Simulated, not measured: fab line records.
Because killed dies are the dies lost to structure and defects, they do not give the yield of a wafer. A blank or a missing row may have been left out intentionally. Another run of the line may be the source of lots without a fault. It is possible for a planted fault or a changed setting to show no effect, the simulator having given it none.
Matching of chambers ; flow nand harc ; ald metal-04 running NHARC_A_CONTACT_ALD_18: 4 sister chambers
The step deposits TiN, target thk 3 nm, pulse time 1 s, ald cycles 150. 18 wafers are shown with their chamber, then 9 later ones without.

WAFERS PAIRED WITH THEIR CHAMBERS
wafer;chamber;heater power w (W);precursor pulse height rel
L076.1;1;1268;0.977
L076.2;2;1309;0.992
L076.6;3;1009;1.026
L079.1;3;1014;0.997
L079.3;2;1286;1.005
L079.6;3;1000;0.982
L082.1;1;1293;1.026
L082.5;0;1023;1.011
L082.6;2;1264;1.018
L087.1;3;1023;1.012
L087.4;2;1291;1.013
L087.5;2;1328;1.009
L089.1;2;1278;1.010
L089.4;1;1293;1.002
L089.5;2;1290;1.007
L092.2;3;1031;0.995
L092.3;2;1251;0.990
L092.6;2;1283;0.976

SIGNATURES (averages over the wafers above)
reading;chamber 0;chamber 1;chamber 2;chamber 3;scatter within a chamber
heater power w;1023.00;1284.67;1286.67;1015.40;19.1
precursor pulse height rel;1.01100;1.00167;1.00222;1.00240;0.0165
Rule: distance of a wafer from a chamber = root of the sum over the readings of ((wafer's reading minus chamber's mean) / reading's scatter) squared. If the next closest chamber is less than 2 further off than the closest, the wafer can't be placed; otherwise it belongs to the closest. The scatter is the square root of a quotient: the sum, over the shown wafers, of each reading's squared deviation from its chamber's mean, divided by wafers minus chambers.

WAFERS WITH NO CHAMBER GIVEN
wafer;heater power w (W);precursor pulse height rel
L094.1;1036;1.005
L094.2;1319;1.000
L094.3;1007;1.039
L094.4;1253;1.012
L094.5;1028;0.987
L094.6;1281;0.998
L096.2;1280;0.974
L096.5;1290;0.977
L096.6;1273;1.032

CHAMBER TAKEN BY EACH
wafer;from the rows above;in truth
L094.1;can't be placed: 0 or 3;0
L094.2;can't be placed: 2 or 1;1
L094.3;can't be placed: 0 or 3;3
L094.4;can't be placed: 1 or 2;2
L094.5;can't be placed: 3 or 0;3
L094.6;can't be placed: 1 or 2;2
L096.2;can't be placed: 1 or 2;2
L096.5;can't be placed: 1 or 2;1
L096.6;can't be placed: 1 or 2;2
0 of 9 placed correctly. Cannot be placed on the basis of these rows: 9; the candidates contain the true chamber in 9. 0 placed wrongly.
